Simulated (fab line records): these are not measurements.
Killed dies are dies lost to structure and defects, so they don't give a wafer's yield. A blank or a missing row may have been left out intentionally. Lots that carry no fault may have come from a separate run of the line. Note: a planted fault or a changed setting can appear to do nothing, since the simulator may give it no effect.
Struck lot and sound lot, side by side | flow n5-finfet | 16 steps out of a route of 1938
Sound: the wafers L828.1, L828.2, L828.6. Struck: wafers L840.1, L840.2. (L840.3 of the same lot was not struck and is left out.) The cause comes at the end.
At each step with rows: each side's tool, then ch and its chambers, then its first start. Under that, the readings that differ: sound wafers | struck wafers | difference of the means | sigmas: that difference in standard deviations of wafers without a fault.
alike: a reading whose means differ by less than 2 such deviations, as well as words and numbers matching on both sides. not compared: withheld readings; readings where some wafer has no value; bounds like >300 that might hide an equal value; numbers whose values overlap and for which the record gives no deviation.
Wherever a step has rows on one side only, a row that says differs or no value, or a row with sigmas, the two part there. When numbers do not overlap yet have no deviation, they are printed without sigmas and do not part them. A reading that every wafer of one side lacks parts them only if that side has two wafers or more.

N5_SDB_CD_MEAS_11: the cd target is 50 nm.
  sound on cd-sem-03 ch 0, day 3 15:23; struck on cd-sem-03 ch 0, day 6 19:07
  alike: cd-nm
N5_SDB_OVL_MEAS_12:
  sound on overlay-02 ch 0, day 3 15:25; struck on overlay-01 ch 0, day 6 19:08
  alike: SDB_OVL
N5_SDB_INSPECT_13: inspects for defects (brightfield).
  struck on defect-inspect-02, day 6 19:10; sound on defect-inspect-01, day 3 15:26
  alike: raw-defect-count
then, 1 step without rows for these wafers: N5_SDB_DESCUM_16 (chemistry O2, time 7.9 s).
N5_SDB_ETCH_17: etches SiARC in CF4, target depth 23.4 nm, time 39 s.
  sound on rie-diel-01 ch 1,2,3, day 3 15:40; struck on rie-diel-05 ch 0,3, day 6 19:41
  alike: chamber-pressure-mTorr, drypump-motor-current-A, etch-rf-on-time-s, oes-product-au, rf-vpp-V, showerhead-plenum-p-Torr, throttle-valve-pct
  not compared: rf-hours-counter-h
N5_SDB_ETCH_18: etches SOC in N2/H2, target depth 100 nm, overetch 20 nm, time 150 s.
  sound on rie-diel-01 ch 1,2,3, day 3 15:43; struck on rie-diel-05 ch 0,3, day 6 19:43
  reading                        | sound             | struck      | difference | sigmas
  chamber-pressure-mTorr (mTorr) | 30.00 30.02 30.03 | 29.86 30.01 | -0.08      | -3
  alike: drypump-motor-current-A, oes-product-au, rf-vpp-V, showerhead-plenum-p-Torr, throttle-valve-pct
  not compared: rf-hours-counter-h
then, 1 step without rows for these wafers: N5_SDB_STRIP_19 (strips in N2/H2).
N5_SDB_STRIP_21: strips in CF4.
  sound on rie-diel-01 ch 1,2,3, day 3 15:51; struck on rie-diel-05 ch 0,3, day 6 19:52
  reading          | sound             | struck      | difference | sigmas
  bias-power-w (W) | 75.28 75.38 74.98 | 74.66 74.82 | -0.47      | -2
  alike: chamber-pressure-mTorr, drypump-motor-current-A, oes-product-au, rf-vpp-V, showerhead-plenum-p-Torr, throttle-valve-pct
  not compared: rf-hours-counter-h
N5_SDB_HM_OPEN_20: chemistry CH3F/O2, target SiNx, stops on poly-Si, target depth 24 nm.
  sound on rie-diel-01 ch 1,2,3, day 3 15:52; struck on rie-diel-05 ch 0,3, day 6 19:53
  alike: chamber-pressure-mTorr, drypump-motor-current-A, oes-product-au, rf-vpp-V, showerhead-plenum-p-Torr, throttle-valve-pct
  not compared: rf-hours-counter-h
then, 3 steps without rows for these wafers: N5_SDB_STRIP_22 (strips in N2/H2); N5_SDB_PRECLEAN_23 (cleans in dHF, time 30 s); N5_SDB_DUMMY_REMOVE_24 (chemistry TMAH, target poly-Si, stops on SiO2, target depth 142 nm, time 57 s, rinse time 30 s).
N5_SDB_ETCH_25: etches SiO2 in C4F6/O2, target depth 10 nm, time 3.3 s.
  sound on rie-diel-05 ch 0,3, day 3 16:18; struck on rie-diel-05 ch 0,2, day 6 20:32
  reading                  | sound             | struck      | difference | sigmas
  oes-product-au (a.u.)    | 0.83 0.88 0.83    | 1.05 0.98   | +0.17      | +2
  model.etch.depth-nm (nm) | 10.03 9.973 10.06 | 13.82 13.67 | +3.72      |
  alike: chamber-pressure-mTorr, drypump-motor-current-A, rf-vpp-V, showerhead-plenum-p-Torr, throttle-valve-pct
  not compared: rf-hours-counter-h
N5_SDB_CUT_ETCH_26: etches Si in HBr/Cl2/O2, target depth 129.6 nm, bt time 20 s, time 51.8 s.
  sound on rie-si-02 ch 0,3, day 3 16:23; struck on rie-si-04 ch 0,2, day 6 20:37
  alike: chamber-pressure-mTorr, drypump-motor-current-A, he-backside-leak-sccm, oes-product-au, throttle-valve-pct
  not compared: rf-hours-counter-h
-- the record jumps here: 4 days lie between the struck wafers' starts before and after (it left off in module SDB and takes up again in module BEOL_M4, whose first step shown is number 1111 of the route) --
N5_BEOL_M4_RC_MEAS_101:
  sound on prober-02 ch 0, day 7 12:01; struck on prober-02 ch 0, day 11 06:19
  reading        | sound                | struck        | difference | sigmas
  IOFF_P (nA/um) | 0.162 0.182 0.172    | 0.252 0.234   | +0.071     | +3
  ION_P (uA/um)  | 458 462 454          | 463 476       | +12        | +2
  VT_P (mV)      | -255.1 -252.4 -253.0 | -244.1 -246.4 | +8.2       | +3
  alike: DIBL_N, DIBL_P, IOFF_N, ION_N, SS_N, SS_P, VT_N
following that, these wafers have no rows for 1 step: N5_PASSIVATION_PROBE_49.

== WHERE THEY PART ==
Earliest at N5_SDB_ETCH_18; latest, in this record, at N5_BEOL_M4_RC_MEAS_101.

WHY: whatever the simulator had introduced
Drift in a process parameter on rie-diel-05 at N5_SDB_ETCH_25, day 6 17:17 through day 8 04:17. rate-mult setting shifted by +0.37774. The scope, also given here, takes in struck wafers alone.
